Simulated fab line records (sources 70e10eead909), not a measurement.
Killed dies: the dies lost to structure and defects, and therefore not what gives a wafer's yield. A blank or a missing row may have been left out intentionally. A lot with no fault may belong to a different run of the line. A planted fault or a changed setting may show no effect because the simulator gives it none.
Chamber matching ; flow nand-harc ; ald-hk-03 running NHARC_A_CHANNEL_FILL_D2_ALD_16: 4 sister chambers
The step deposits SiO2, target thk 1.5 nm, pulse time 10 s, ald cycles 15. 8 wafers are shown with their chamber, then 7 later ones without.

## WAFERS WITH THEIR CHAMBER
wafer;chamber;heater-power-w (W);precursor-pulse-height-rel
L086.3;3;463;0.971
L086.1;0;458;0.992
L086.4;2;463;1.002
L088.1;1;477;1.019
L088.4;0;459;1.024
L088.5;2;455;1.002
L094.1;1;480;1.011
L094.2;3;463;1.037

## WAFERS WHOSE CHAMBER IS MISSING
wafer;heater-power-w (W);precursor-pulse-height-rel
L094.4;471;0.945
L095.2;468;0.978
L095.3;471;0.988
L095.6;444;0.995
L096.2;475;0.981
L096.4;471;0.985
L096.5;469;0.988

## WHICH CHAMBER EACH WENT THROUGH
wafer;from the rows above;in truth
L094.4;can't be placed: 3 or 1 or 2 or 0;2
L095.2;can't be placed: 3 or 2 or 0 or 1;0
L095.3;can't be placed: 1 or 3 or 2 or 0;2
L095.6;can't be placed: 0 or 2 or 3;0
L096.2;1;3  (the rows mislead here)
L096.4;can't be placed: 1 or 3 or 2 or 0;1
L096.5;can't be placed: 3 or 1 or 2 or 0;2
Correct placement for 0 of the 7. These rows do not allow placing 6 (true chamber among the candidates in 6). Number placed wrongly: 1.
How it was worked out, from the rows above alone: a wafer's distance from a chamber is the root of the sum, over the readings, of the square of ((its reading less the chamber's mean) divided by the reading's scatter). If the next closest chamber is less than 2 further off than the closest, the wafer can't be placed; otherwise it belongs to the closest. The mean given for a chamber averages the wafers shown for that chamber. The scatter: take each reading less its chamber's mean, square it, sum over the shown wafers, divide by the number of wafers less the number of chambers, and take the root.
